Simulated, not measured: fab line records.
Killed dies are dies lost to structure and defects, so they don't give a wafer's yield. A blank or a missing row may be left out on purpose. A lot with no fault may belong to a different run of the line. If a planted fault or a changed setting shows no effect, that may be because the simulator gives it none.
fab line records | flow n5-finfet
record: lots: 5 wafers: 15 last-day: 17
route steps=1938 shown SD_EPI_P@302 SD_ACTIVATION@330 ILD0@335 BEOL_M4@1111 PASSIVATION@1936
lots with no fault: from the same line, run without faults
start-h: hours from the record's first day to the start of the lot's first wafer shown | wait-h: time in hours since the lot's previous step | " unchanged from the row above | L1.1+2: a row that stands for several wafers | - no value, or no start given | * or withheld: withheld | < > ~ a bound
route shown NAME@n: names a module that has steps shown in the file, with the first one's number in the route | usual: mean and standard deviation over wafers with no fault | same: alike in all rows | chamber/n: place in a boat | sites: per-site readings | _std_site: the values' standard deviation | _edge_site: the outer-site mean with the inner-site mean subtracted | radius-mm: for every site, how far away it sits from the centre of the wafer | mask NAME#n: copy n | behind: tool/chamber where the wafer was last shaped | hold: what put the lot on hold/how long, in hours/how the hold closed | device: the n, p or np transistor that did not switch | end of line: the same wafers' tests at the end of the route | where a step has no rows: the recipe by itself | killed: dies that structure and defects cost at the first sort, which is not the same as the wafer's yield | map: a wafer's dies, marking killed ones x, the rest . and places with no die _
set.NAME: the run value of the setting; set.NAME@STEP: its run value at that earlier step | model.NAME: the simulator's own value behind a step, which no gauge read
a table for each step, a row for each wafer; lots at some steps of the route
services: from which hour (start-h, from the record's first day; less than 0 if before it) a tool's chamber was out of use, for how many hours, and why
== steps ==
step: N5_SD_EPI_P_DEVELOP_08
recipe: develop-time-s: 30 developer: TMAH resist: CAR-ArF-block dev-temp-c: 23 rinse-liquid: diw dry: air-spin
step: N5_SD_EPI_P_DESCUM_14
recipe: chemistry: O2 time-s: 7.9 source-power-w: 50 bias-power-w: 20 pressure-mtorr: 20 rf-frequency-hz: 2.712e+07 temp-c: 40 resist: CAR-ArF-block o2-flow-sccm: 225
step: N5_SD_EPI_P_ETCH_36
recipe: chemistry: CF4 target: SiARC target-depth-a: 455 mask-material: CAR-ArF-block time-s: 75.8 ion-energy-ev: 80 pressure-mtorr: 40 source-w: 545 bias-w: 36 Ar_flow_sccm: 100 cf4-flow-sccm: 100 ends: cleared
step: N5_SD_EPI_P_ETCH_37
recipe: chemistry: N2/H2 target: SOC overetch-a: 1080 mask-material: SiARC temp-c: 40 ion-energy-ev: 100 source-w: 3000 bias-w: 133 pressure-mtorr: 20 time-s: 486 n2-flow-sccm: 200 h2-flow-sccm: 200 ends: end-point
step: N5_SD_EPI_P_STRIP_38
recipe: chemistry: N2/H2 temp-c: 40 n2-flow-sccm: 200 h2-flow-sccm: 200 rf-frequency-hz: 6e+07
step: N5_SD_EPI_P_ETCHBACK_46
recipe: chemistry: CH3F/O2 mode: anisotropic-etchback target: SiNx target-depth-a: 175 stop-on: SiO2 over-etch-frac: 0.3 ion-energy-ev: 120 pressure-mtorr: 30 source-w: 395 bias-w: 73 Ar_flow_sccm: 150 CH3F_flow_sccm: 30 O2_flow_sccm: 20
step: N5_SD_EPI_P_ETCH_47
recipe: chemistry: CH3F/O2 target: SiOCN target-depth-a: 250 mask-material: SOC ion-energy-ev: 60 bias-w: 29 pressure-mtorr: 30 source-w: 410 Ar_flow_sccm: 150 CH3F_flow_sccm: 30 O2_flow_sccm: 20
step: N5_SD_EPI_P_ETCH_16
recipe: chemistry: CHF3/O2 target: SiO2 target-depth-a: 50 mask-material: SOC pressure-mtorr: 30 source-w: 650 bias-w: 170 Ar_flow_sccm: 200 CHF3_flow_sccm: 50 O2_flow_sccm: 5 ion-energy-ev: 200
step: N5_SD_EPI_P_STRIP_50
recipe: chemistry: CHF3/O2 resist: SiARC rf-frequency-hz: 6e+07
step: N5_SD_EPI_P_SD_RECESS_17
recipe: chemistry: HBr/Cl2/O2 target-depth-a: 391 bt-time-s: 3 pressure-mtorr: 10 icp-w: 800 bias-w: 112 HBr_flow_sccm: 150 Cl2_flow_sccm: 80 O2_flow_sccm: 12
usual: HBr_flow_sccm: 150.0/0.43 O2_flow_sccm: 12.00/0.036 drypump-motor-current-A: 5.8/0.51 oes-product-au: 0.995/0.0099 rf-fwd-power-W: 794.7/3 throttle-valve-pct: 37.0/0.34
columns lot.wafer tool chamber start-h wait-h HBr_flow_sccm O2_flow_sccm drypump-motor-current-A oes-product-au rf-fwd-power-W rf-hours-counter-h throttle-valve-pct
L308.2 rie-si-01 0 72.71 0.0 150.0 11.98 5.7 1.006 797.0 137 36.8
L308.4 " 0 " " 150.1 12.02 5.7 1.012 796.6 - 36.8
L308.6 " 3 " " 149.7 11.98 5.7 0.985 796.7 - 37.3
L313.1 rie-si-01 3 106.92 0.0 - - - - - - -
L313.4 " 0 " " - - - - - - -
L313.6 " 1 " " - - - - - - -
L314.1 rie-si-06 0 111.15 0.0 - - - - - - -
L314.4 " 3 " " - - - - - - -
L314.5 " 1 " " - - - - - - -
L315.2 rie-si-01 3 120.46 0.0 - - - - - - -
L315.3 " 2 " " - - - - - - -
L315.4 " 1 " " - - - - - - -
L326.3 rie-si-01 2 181.34 0.0 149.8 11.96 6.0 1.008 791.9 57 37.3
L326.5 " 2 " " 150.4 11.97 6.0 0.999 791.1 - 37.2
L326.6 " 3 " " 149.6 11.94 5.7 0.984 796.9 - 37.2
step: N5_SD_EPI_P_WET_ETCH_45
recipe: chemistry: dHF dilution: withheld time-s: 10.7 target: SiO2 target-depth-a: 20 temp-c: 25 dry: ipa-marangoni rinse-time-s: 30 rinse-temp-c: 23
step: N5_SD_EPI_P_STRIP_40
recipe: chemistry: N2/H2 power-w: 1000 temp-c: 250 h2-frac: 0.65 overash-fraction: 0.3 pressure-mtorr: withheld n2-flow-sccm: 1750 h2-flow-sccm: 3250
step: N5_SD_EPI_P_PRECLEAN_52
recipe: chemistry: O3/DIW time-s: 60 temp-c: 22 o3-ppm: 10
step: N5_SD_EPI_P_SRD_20
recipe: dry: ipa-marangoni do-ppb: 5 time-s: 30 temp-c: 23 rinse-liquid: diw
step: N5_SD_EPI_P_PRECLEAN_51
recipe: chemistry: NF3:NH3 afs-cycles: 1 temp-c: 30 time-s: 20 sublimation-temp-c: 180 sublimation-time-s: 60 pressure-torr: 3 rf-power-w: 30
step: N5_SD_EPI_P_VAPOR_ETCH_44
recipe: chemistry: NF3/Ar target: SiGe30 temp-c: 25 time-s: 3.3 mode: isotropic
step: N5_SD_EPI_P_EPI_21
recipe: material: SiGe:B dopant: B temp-c: 550 pressure-torr: 20 ambient: H2 time-s: 355
step: N5_SD_EPI_P_HM_STRIP_48
recipe: chemistry: H3PO4 temp-c: 160 material: SiNx target: SiNx target-depth-a: 30 overetch-fraction: 0.3
step: N5_SD_EPI_P_SRD_49
recipe: dry: ipa-marangoni time-s: 30 temp-c: 23 rinse-liquid: diw
step: N5_SD_EPI_P_PRECLEAN_24
recipe: chemistry: O3/DIW time-s: 45 temp-c: 22 o3-ppm: 10
step: N5_SD_EPI_P_PRECLEAN_32
recipe: chemistry: dHF time-s: 10 dilution: 500:1 temp-c: 25
step: N5_SD_EPI_P_PRECLEAN_33
recipe: chemistry: SC2 time-s: 45 temp-c: 35 mix: 1:1:50
step: N5_SD_EPI_P_SRD_25
recipe: time-s: 30 temp-c: 23 rinse-liquid: diw dry: ipa-marangoni
step: N5_SD_ACTIVATION_RTA_00
recipe: temp-c: 975 time-s: 0 ambient: N2 idle-temp-c: 600 ramp-up-c-per-s: 150 ramp-down-c-per-s: 60 cool-to-c: 600
step: N5_SD_ACTIVATION_LSA_01
recipe: temp-c: 1080 time-s: 0.0008 ambient: N2
step: N5_ILD0_LINER_00
recipe: material: SiNx target-thk-a: 40 temp-c: 400 ald-precursor-family: SiH2I2 ald-co-reactant: N2/H2-plasma pulse-time-s: 1 purge-time-s: 2 co-reactant-purge-time-s: 2 ald-cycles: 80 pressure-torr: 2
step: N5_ILD0_FCVD_FILL_01
recipe: material: SiO2_flowable target-thk-a: 2000 temp-c: 100 pressure-torr: 0.8 rf-w: 2000 time-s: 328.3
step: N5_ILD0_CURE_02
recipe: temp-c: 450 time-s: 1800 ambient: steam idle-temp-c: 400 ramp-up-c-per-min: 5 ramp-down-c-per-min: 3 densification-p-h2o-torr: 640
step: N5_ILD0_CMP_03
recipe: stop-on: SiNx t-overpolish-s: 1.9 post-cmp-clean: alkaline-brush down-force-psi: 4.1491 platen-rpm: 51.796 pad-velocity-m-s: 1.0306 target-thk-nm: 197.38
step: N5_ILD0_CMP_07
recipe: stop-on: poly-Si material: SiO2_flowable t-overpolish-s: 1.18 post-cmp-clean: alkaline-brush down-force-psi: 4.1491 platen-rpm: 51.796 pad-velocity-m-s: 1.0306 target-thk-nm: 138.88
step: N5_ILD0_PRECLEAN_10
recipe: chemistry: NF3:NH3 afs-cycles: 5 time-s: 20 temp-c: 30 sublimation-temp-c: 180 sublimation-time-s: 60 pressure-torr: 3 rf-power-w: 30
step: N5_ILD0_ALD_15
recipe: material: SiNx target-thk-a: 240 temp-c: 400 ald-precursor-family: SiH2I2 ald-co-reactant: N2/H2-plasma pulse-time-s: 1 ald-cycles: 480 purge-time-s: 2 co-reactant-purge-time-s: 2 pressure-torr: 2
step: N5_BEOL_M4_RC_MEAS_101
usual: CJ_P: 5.84/0.18 DIBL_N: 35.8/1.6 DIBL_P: 36.0/2.1 IOFF_N: 0.153/0.026 IOFF_P: 0.21/0.037 IOFF_P_85C: 3.6/0.55 IOFF_P_LIN: 0.100/0.014 ION_N: 673/11 ION_P: 462/7.6 REXT_P: 101.2/2.7 SS_N: 71.4/0.53 SS_P: 73.2/0.67 VT_N: 250/3.2 VT_P: -250/3.7 VT_P_LVT: -99/3.2
columns lot.wafer tool chamber start-h wait-h CJ_P DIBL_N[mV/V] DIBL_P[mV/V] IOFF_N[nA/um] IOFF_P[nA/um] IOFF_P_85C[nA/um] IOFF_P_LIN[nA/um] ION_N[uA/um] ION_P[uA/um] REXT_P[ohm.um] SS_N[mV/dec] SS_P[mV/dec] VT_N[mV] VT_P[mV] VT_P_LVT[mV]
L308.2 prober-02 0 192.38 0.2 5.36 36.0 35.3 0.145 0.19 3.4 0.095 670 461 102.3 71.0 73.7 253 -251 -103
L308.4 " 0 " " 5.73 35.1 34.7 0.123 0.18 3.3 0.091 667 449 102.3 70.8 72.5 254 -253 -103
L308.6 " 0 " " 6.09 37.2 36.9 0.149 0.22 3.8 0.104 669 461 100.6 71.7 73.1 254 -249 -101
L313.1 prober-02 0 211.04 0.0 2.03 34.7 27.4 0.122 0.02 0.6 0.014 654 180 153.0 71.1 72.0 253 -305 -154
L313.4 " 0 " " 2.02 35.0 27.0 0.119 0.02 0.6 0.015 661 181 150.7 71.1 71.9 257 -302 -155
L313.6 " 0 " " 2.04 34.1 26.9 0.117 0.02 0.6 0.014 652 179 152.1 71.3 71.5 255 -305 -154
L314.1 prober-01 0 224.79 0.0 2.07 36.6 31.3 0.170 0.03 0.8 0.019 686 187 152.4 71.9 72.8 247 -300 -144
L314.4 " 0 " " 2.08 36.3 31.6 0.173 0.03 0.8 0.019 692 186 152.2 71.4 72.3 246 -301 -145
L314.5 " 0 " " 2.07 34.9 28.7 0.139 0.03 0.6 0.017 675 185 151.7 71.8 71.4 250 -303 -147
L315.2 prober-01 0 240.61 0.2 2.07 34.7 28.6 0.138 0.03 0.7 0.018 673 186 146.3 70.8 70.9 252 -298 -146
L315.3 " 0 " " 2.04 35.5 29.3 0.159 0.03 0.7 0.019 675 185 148.6 71.5 71.8 251 -297 -146
L315.4 " 0 " " 2.07 36.4 30.8 0.197 0.04 0.8 0.021 687 188 147.5 71.4 72.5 246 -294 -145
L326.3 prober-02 0 302.71 0.3 5.91 39.4 39.4 0.192 0.24 4.2 0.109 675 463 100.9 71.8 73.6 248 -246 -98
L326.5 " 0 " " 5.91 39.6 40.7 0.196 0.26 4.3 0.112 671 462 102.2 71.4 74.8 247 -247 -97
L326.6 " 0 " " 5.91 37.3 38.1 0.157 0.22 3.8 0.100 669 465 101.4 70.8 73.8 252 -250 -99
step: N5_PASSIVATION_PROBE_49
usual: defect-limited-yield: 91.3/1.5 killed_at_M0_to_M3: 33/12 killed_at_M4_up: 13/5.2 killed-at-contacts: 13/6.7 killed-at-front-end: 40/11 killed-at-other: 4.1/2.7 killed-dies: 103/17 killed-open: 69/13 killed-short: 33/8.4 sort_bin_5_function: 5.1/1 sort_bin_6_memory: 3.2/0.62 sort_bin_8_speed: 0.00/0.014 sort-n-pass: 1077/17 sort-yield-pct: 91.3/1.5
same: gross-dies: 1180 killed-at-back-side: 0 sort_bin_4_leakage[%]: 0
columns lot.wafer tool chamber start-h wait-h defect-limited-yield[%] killed_at_M0_to_M3 killed_at_M4_up killed-at-contacts killed-at-front-end killed-at-other killed-dies killed-open killed-short sort_bin_5_function[%] sort_bin_6_memory[%] sort_bin_8_speed[%] sort-n-pass sort-yield-pct[%]
L308.2 prober-02 - 303.85 0.1 92.5 35 16 8 25 4 88 64 22 4.7 2.4 0 1092 92.5
L308.4 prober-02 - 303.95 0.2 94.2 24 10 13 19 3 69 44 25 3.6 2.1 0 1111 94.2
L308.6 prober-02 - 304.05 0.3 90.4 39 13 15 41 5 113 72 41 5.1 4.1 0 1067 90.4
L313.1 prober-02 - 319.35 0.0 91.7 30 9 26 31 2 98 64 32 4.8 3.2 91.69 0 0
L313.4 prober-02 - 319.50 0.2 87.5 47 11 17 71 1 147 91 54 8.1 4.2 87.54 0 0
L313.6 prober-02 - 319.60 0.3 91.0 24 21 7 53 1 106 74 31 4.7 4.2 91.02 0 0
L314.1 prober-01 - 325.48 0.0 90.6 32 11 20 43 5 111 70 40 5.8 3.1 90.59 0 0
L314.4 prober-01 - 325.63 0.2 94.2 27 9 10 19 3 68 44 24 2.7 3.0 94.24 0 0
L314.5 prober-01 - 325.68 0.2 91.5 33 10 7 47 3 100 62 37 4.9 2.9 91.53 0 0
L315.2 prober-01 - 364.52 0.1 90.4 18 26 24 40 5 113 83 29 5.4 3.8 90.42 0 0
L315.3 prober-01 - 364.57 0.1 90.8 30 10 20 46 2 108 79 28 6.3 2.6 90.85 0 0
L315.4 prober-01 - 364.62 0.2 90.3 28 14 15 52 5 114 81 33 5.3 4.4 90.34 0 0
L326.3 prober-02 - 396.53 0.1 91.1 45 13 7 38 2 105 64 38 5.2 3.5 0 1075 91.1
L326.5 prober-02 - 396.63 0.2 91.8 36 14 9 34 4 97 59 36 5.1 2.5 0 1083 91.8
L326.6 prober-02 - 396.68 0.3 91.8 42 10 6 38 1 97 52 44 4.7 2.9 0 1083 91.8
killed by level:class
L308.2 BEOL_M4:geometric-particle:open=10 BEOL_M0_SAQP:geometric-particle:open=9 BEOL_M2:geometric-particle:open=8 MOL_CONTACT_COAG:geometric-particle:open=7 BEOL_M1:geometric-particle:open=6 FIN_SAQP:geometric-particle:open=5 GATE_CUT:geometric-particle:short=5 BEOL_M0_SAQP:geometric-particle:short=5
L308.4 MOL_CONTACT_COAG:geometric-particle:open=12 BEOL_M0_SAQP:geometric-particle:open=6 BEOL_M0_SAQP:geometric-particle:short=6 BEOL_M4:geometric-particle:open=6 FIN_SAQP:geometric-particle:open=4 BEOL_M2:geometric-particle:open=4 FIN_SAQP:geometric-particle:short=3 STARTING-WAFER:geometric-particle:short=3
L308.6 FIN_SAQP:geometric-particle:short=11 MOL_CONTACT_COAG:geometric-particle:open=11 BEOL_M1:geometric-particle:open=9 STI_FIN_REVEAL:geometric-particle:open=8 BEOL_M0_SAQP:geometric-particle:short=8 FIN_SAQP:geometric-particle:open=6 BEOL_M0_SAQP:geometric-particle:open=6 BEOL_M4:geometric-particle:open=5
L313.1 MOL_CONTACT_COAG:geometric-particle:open=21 BEOL_M2:geometric-particle:open=14 FIN_SAQP:geometric-particle:open=7 FIN_SAQP:geometric-particle:short=6 MOL_CONTACT_COAG:geometric-particle:short=5 BEOL_M0_SAQP:geometric-particle:short=5 STI_FIN_REVEAL:geometric-particle:short=3 BEOL_M1:geometric-particle:open=3
L313.4 FIN_SAQP:geometric-particle:short=24 FIN_SAQP:geometric-particle:open=21 MOL_CONTACT_COAG:geometric-particle:open=13 STI_FIN_REVEAL:geometric-particle:open=12 BEOL_M0_SAQP:geometric-particle:open=10 BEOL_M0_SAQP:geometric-particle:short=10 BEOL_M3:geometric-particle:open=8 BEOL_M2:geometric-particle:open=7
L313.6 FIN_SAQP:geometric-particle:open=17 BEOL_M4:geometric-particle:open=14 FIN_SAQP:geometric-particle:short=10 BEOL_M2:geometric-particle:open=7 GATE_CUT:geometric-particle:open=6 STI_FIN_REVEAL:geometric-particle:open=6 MOL_CONTACT_COAG:geometric-particle:open=5 BEOL_M0_SAQP:geometric-particle:open=5
L314.1 STI_FIN_REVEAL:geometric-particle:open=13 MOL_CONTACT_COAG:geometric-particle:open=13 BEOL_M2:geometric-particle:open=10 BEOL_M0_SAQP:geometric-particle:open=9 BEOL_M0_SAQP:geometric-particle:short=9 BEOL_M5:geometric-particle:open=8 MOL_CONTACT_COAG:geometric-particle:short=7 FIN_SAQP:geometric-particle:open=5
L314.4 BEOL_M0_SAQP:geometric-particle:open=10 BEOL_M0_SAQP:geometric-particle:short=8 MOL_CONTACT_COAG:geometric-particle:open=6 STI_FIN_REVEAL:geometric-particle:open=5 MOL_CONTACT_COAG:geometric-particle:short=4 BEOL_M4:geometric-particle:open=4 BEOL_M2:geometric-particle:open=3 BEOL_M5:geometric-particle:open=3
L314.5 STI_FIN_REVEAL:geometric-particle:open=12 BEOL_M0_SAQP:geometric-particle:short=11 FIN_SAQP:geometric-particle:short=8 BEOL_M2:geometric-particle:open=8 MOL_CONTACT_COAG:geometric-particle:open=7 BEOL_M0_SAQP:geometric-particle:open=6 FIN_SAQP:geometric-particle:open=5 GATE_CUT:geometric-particle:short=5
L315.2 MOL_CONTACT_COAG:geometric-particle:open=22 FIN_SAQP:geometric-particle:short=12 BEOL_M4:geometric-particle:open=12 STI_FIN_REVEAL:geometric-particle:open=9 FIN_SAQP:geometric-particle:open=7 BEOL_M1:geometric-particle:open=6 BEOL_M3:geometric-particle:open=5 BEOL_M6:geometric-particle:open=5
L315.3 MOL_CONTACT_COAG:geometric-particle:open=16 STI_FIN_REVEAL:geometric-particle:open=11 BEOL_M1:geometric-particle:open=9 FIN_SAQP:geometric-particle:open=8 DUMMY_GATE:geometric-particle:open=6 BEOL_M0_SAQP:geometric-particle:short=5 FIN_SAQP:geometric-particle:short=4 GATE_CUT:geometric-particle:open=4
L315.4 FIN_SAQP:geometric-particle:open=17 MOL_CONTACT_COAG:geometric-particle:open=13 STI_FIN_REVEAL:geometric-particle:open=12 FIN_SAQP:geometric-particle:short=10 BEOL_M1:geometric-particle:open=6 BEOL_M5:geometric-particle:open=6 BEOL_M0_SAQP:geometric-particle:open=5 BEOL_M2:geometric-particle:open=5
L326.3 FIN_SAQP:geometric-particle:short=16 BEOL_M3:geometric-particle:open=10 MOL_CONTACT_COAG:geometric-particle:open=7 BEOL_M0_SAQP:geometric-particle:open=7 BEOL_M0:geometric-particle:open=7 BEOL_M1:geometric-particle:open=7 BEOL_M0_SAQP:geometric-particle:short=6 BEOL_M4:geometric-particle:open=6
L326.5 BEOL_M0_SAQP:geometric-particle:short=9 BEOL_M1:geometric-particle:open=9 FIN_SAQP:geometric-particle:short=8 BEOL_M0_SAQP:geometric-particle:open=8 MOL_CONTACT_COAG:geometric-particle:open=6 BEOL_M4:geometric-particle:open=5 FIN_SAQP:geometric-particle:open=4 STI_FIN_REVEAL:geometric-particle:open=4
L326.6 FIN_SAQP:geometric-particle:short=12 BEOL_M0_SAQP:geometric-particle:short=9 BEOL_M3:geometric-particle:open=9 BEOL_M0_SAQP:geometric-particle:open=8 BEOL_M4:geometric-particle:open=8 FIN_SAQP:geometric-particle:open=7 BEOL_M1:geometric-particle:open=6 BEOL_M1:geometric-particle:short=5
map L313.4 (x killed, . not)
_________________x........xx.________________
______________.x.........x...x.x_____________
___________.x........x.........x.x.__________
__________........x......x..x.x....._________
________........................x....x_______
_______...x............................______
______..xx.x........................x..x_____
_____.......x...........xx...x.....x.x..x____
____......................................___
___x.....xx.x..x...x...x...............x...__
___........................x......x......xx__
__..............x......x.x......x.....x....._
__.....x......x.......x.x..................._
_.............x........x..x..x.......x..x....
_.........x...........x......x............x..
_....x......x...................x............
_................x..........x...xx...........
_............................x........x......
_.x.......x.........x.x...........x..x....x.x
_.x..........x.x........x...x...x..x.........
_...xx............xx.x............x......x..x
__...xxx......xxx...................x....xx._
__......x..x..x...x...x..x..............x..._
___............................x...x.....x.__
___...........x..x..........x..........x...__
____....x.........x.......................___
_____.x............x........x...........x____
______............x.......x............._____
_______..x...x...x.x.x............xx...______
________................x.......x....._______
__________..x...x....x........x....._________
___________x...x.........x.......xx__________
______________................x._____________
_________________x.x...x..x..________________
map L314.1 (x killed, . not)
_________________............________________
______________.................._____________
___________................x.......__________
__________x....................x...._________
________........x.......x....x....x..._______
_______x...............x...x......x..x.______
______.........................x........_____
_____.....................x.....x.....x..____
____...xx.......x..x......................___
___..........x..............x...x.........x__
___.........x.....x...xxx..................__
__.....x...............x.x.x...x......xx...._
__.....................x.....xx........x.x.._
_............x...........x...................
_.........................................x..
_.............x....xx...x...............x....
_..........x.......x.........................
_.............x.........x................xx..
_...x..................x..x..................
_........x.........x.........................
_..x....x........x...........................
__..........x...x.x.........x.............x._
__............x.................x....x......_
___.x.......x.x.x...............x...x......__
___....x...x........x.......x..............__
____.....xx...........x...x.....x...xx....___
_____......x...x.....x.......x....x......____
______.x.x...x.........................._____
_______...x........x...................______
________.x.x.........x.x.............._______
__________..x..............x........_________
___________...x.x......x...x.......__________
______________.........x......x._____________
_________________...x........________________
== services ==
columns tool chamber start-h hours kind
rie-si-01 2 65.56 10.3 repair
rie-si-01 1 80.60 - clean
rie-si-01 1 80.60 - consumable-replace:esc
rie-si-01 1 80.60 22.7 scheduled-down
rie-si-01 1 80.60 22.7 vent-cycle
rie-si-01 - 108.68 2.8 pm
rie-si-06 - 117.12 2.8 pm
rie-si-01 0 119.04 8.5 repair
rie-si-06 - 152.44 0.1 repair
rie-si-06 3 174.94 22.7 repair
== key ==
first-sign: step: N5_SD_EPI_P_SD_RECESS_17 reading: tool-record direction: missing
effect: step: N5_BEOL_M4_RC_MEAS_101 reading: ION_P direction: down sigmas: 36 usual: 462 struck: 184
effect: step: N5_BEOL_M4_RC_MEAS_101 reading: CJ_P direction: down sigmas: 21 usual: 5.84 struck: 2.05
effect: step: N5_BEOL_M4_RC_MEAS_101 reading: REXT_P direction: up sigmas: 18 usual: 101.2 struck: 150.5
effect: step: N5_BEOL_M4_RC_MEAS_101 reading: VT_P_LVT direction: down sigmas: 15 usual: -99 struck: -148
effect: step: N5_BEOL_M4_RC_MEAS_101 reading: VT_P direction: down sigmas: 14 usual: -250 struck: -301
effect: step: N5_BEOL_M4_RC_MEAS_101 reading: IOFF_P_LIN direction: down sigmas: 5.7 usual: 0.100 struck: 0.017
effect: step: N5_BEOL_M4_RC_MEAS_101 reading: IOFF_P_85C direction: down sigmas: 5.4 usual: 3.6 struck: 0.7
effect: step: N5_BEOL_M4_RC_MEAS_101 reading: IOFF_P direction: down sigmas: 4.8 usual: 0.21 struck: 0.03
effect: step: N5_BEOL_M4_RC_MEAS_101 reading: DIBL_P direction: down sigmas: 3.3 usual: 36.0 struck: 29.1
effect: step: N5_BEOL_M4_RC_MEAS_101 reading: SS_P direction: down sigmas: 1.9 usual: 73.2 struck: 71.9
effect: step: N5_PASSIVATION_PROBE_49 reading: sort_bin_8_speed direction: up sigmas: 99+ usual: 0.00 struck: 90.91
met-at N5_SD_EPI_P_SD_RECESS_17
struck-wafers L313.1,L313.4,L313.6,L314.1,L314.4,L314.5,L315.2,L315.3,L315.4
onset-between 72.71 106.92
fault: kind: skipped-step-whole tool: rie-si-01,rie-si-06 chamber: - onset-h: 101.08 steps: N5_SD_EPI_P_SD_RECESS_17 scope: struck-lots-only
